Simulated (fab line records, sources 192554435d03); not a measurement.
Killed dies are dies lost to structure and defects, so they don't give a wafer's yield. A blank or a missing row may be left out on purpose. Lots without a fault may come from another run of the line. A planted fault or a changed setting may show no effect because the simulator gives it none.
Which tool did it? | flow n5_finfet | 11 lots, 33 wafers sampled, at 6 steps of a route of 1938

WHAT THE GAUGES READ, wafer by wafer
N5_BEOL_M8_CD_MEAS_35: target cd 40 nm.
lot  | measured     | on        | cd_nm (nm)
L075 | day 9 14:19  | cd_sem-01 | 40.0 39.5 40.5
L076 | day 9 22:02  | cd_sem-01 | 41.5 40.5 40.1
L079 | day 10 16:38 | cd_sem-02 | 39.7 40.4 41.6
L081 | day 10 20:55 | cd_sem-02 | 39.3 40.5 39.7
L083 | day 11 12:34 | cd_sem-02 | 39.7 38.4 39.5
L085 | day 11 18:58 | cd_sem-02 | 40.5 41.8 40.7
L088 | day 13 05:56 | cd_sem-03 | 40.0 39.6 40.3
L089 | day 13 05:57 | cd_sem-02 | 40.8 41.2 40.8
L092 | day 13 19:56 | cd_sem-03 | 40.4 39.9 40.9
L095 | day 15 00:42 | cd_sem-03 | 40.5 39.9 41.3
L097 | day 15 17:53 | cd_sem-02 | 41.1 41.0 40.5

WHICH TOOL RAN EACH LOT (tool, then ch and the chambers of the sampled wafers, then the start)
lot  | N5_BEOL_M8_CURE_74            | N5_BEOL_M8_STRIP_67                | N5_BEOL_M8_DESCUM_33               | N5_BEOL_M8_ETCH_72                 | N5_BEOL_M8_VIA_ETCH_34
L075 | uv_cure-02 ch 0, day 9 08:34  | rie_diel-01 ch 0,1,3, day 9 12:57  | rie_diel-02 ch 0,1,2, day 9 13:44  | rie_diel-02 ch 0,1,2, day 9 13:46  | rie_diel-02 ch 0,1,2, day 9 13:55
L076 | uv_cure-03 ch 2, day 9 15:29  | rie_diel-06 ch 1,2,3, day 9 19:40  | rie_diel-01 ch 1,2,3, day 9 21:28  | rie_diel-01 ch 1,2,3, day 9 21:29  | rie_diel-01 ch 1,2,3, day 9 21:38
L079 | uv_cure-01 ch 0, day 10 06:51 | rie_diel-06 ch 0,1,3, day 10 11:05 | rie_diel-06 ch 1,2, day 10 16:03   | rie_diel-06 ch 1,2, day 10 16:05   | rie_diel-06 ch 1,2, day 10 16:14
L081 | uv_cure-01 ch 1, day 10 15:52 | rie_diel-06 ch 0,1, day 10 17:13   | rie_diel-06 ch 0,1,3, day 10 20:20 | rie_diel-06 ch 0,1,3, day 10 20:22 | rie_diel-06 ch 0,1,3, day 10 20:31
L083 | uv_cure-02 ch 0, day 11 08:59 | rie_diel-01 ch 1,2,3, day 11 10:44 | rie_diel-02 ch 0,2, day 11 11:53   | rie_diel-02 ch 0,2, day 11 11:55   | rie_diel-02 ch 0,2, day 11 12:04
L085 | uv_cure-01 ch 2, day 11 15:11 | rie_diel-06 ch 2,3, day 11 17:30   | rie_diel-06 ch 0,2,3, day 11 18:23 | rie_diel-06 ch 0,2,3, day 11 18:25 | rie_diel-06 ch 0,2,3, day 11 18:34
L088 | uv_cure-03 ch 2, day 12 13:50 | rie_diel-01 ch 0,2,3, day 12 16:47 | rie_diel-01 ch 0,1,3, day 13 05:21 | rie_diel-01 ch 0,1,3, day 13 05:23 | rie_diel-01 ch 0,1,3, day 13 05:32
L089 | uv_cure-03 ch 1, day 12 23:15 | rie_diel-06 ch 0,1,2, day 13 04:32 | rie_diel-06 ch 2,3, day 13 05:16   | rie_diel-06 ch 2,3, day 13 05:18   | rie_diel-06 ch 2,3, day 13 05:27
L092 | uv_cure-02 ch 0, day 13 16:24 | rie_diel-02 ch 0,1,3, day 13 18:07 | rie_diel-06 ch 0,1, day 13 19:20   | rie_diel-06 ch 0,1, day 13 19:23   | rie_diel-06 ch 0,1, day 13 19:31
L095 | uv_cure-02 ch 2, day 14 14:58 | rie_diel-02 ch 0,1, day 14 20:51   | rie_diel-01 ch 2,3, day 15 00:07   | rie_diel-01 ch 2,3, day 15 00:09   | rie_diel-01 ch 2,3, day 15 00:18
L097 | uv_cure-03 ch 2, day 15 13:10 | rie_diel-06 ch 0,1,3, day 15 15:05 | rie_diel-06 ch 0,2,3, day 15 17:17 | rie_diel-06 ch 0,2,3, day 15 17:19 | rie_diel-06 ch 0,2,3, day 15 17:28
- N5_BEOL_M8_CURE_74: cures SiCOH lowk, time 240 s.
- N5_BEOL_M8_STRIP_67: strips in CF4.
- N5_BEOL_M8_DESCUM_33: chemistry O2, time 7 s.
- N5_BEOL_M8_ETCH_72: etches underlayer in N2/H2, target depth 6.5 nm, time 5.2 s.
- N5_BEOL_M8_VIA_ETCH_34: etches SiCOH lowk in C4F6/O2, target depth 125.5 nm, time 50.5 s.

THE ANSWER, worked out from the rows above alone
Rule: what is usual is taken from the lots themselves. Put in order of their means at a reading, lots are off if they are a third of the lots or fewer, leave a main group of 4 or more, and stand apart from it by a gap of 3 or more times the standard deviation of the main group's means; of several such gaps the widest counts. A main group whose means are all the same, to the digits that the tables above print for the reading, isn't used. A lot without any number at a reading at which 4 lots or more have one is off too. The other lots that the step has rows for count as sound.
No lot is off at any reading shown: from this, nothing can be told.

WHAT THE SIMULATOR HAD PUT IN
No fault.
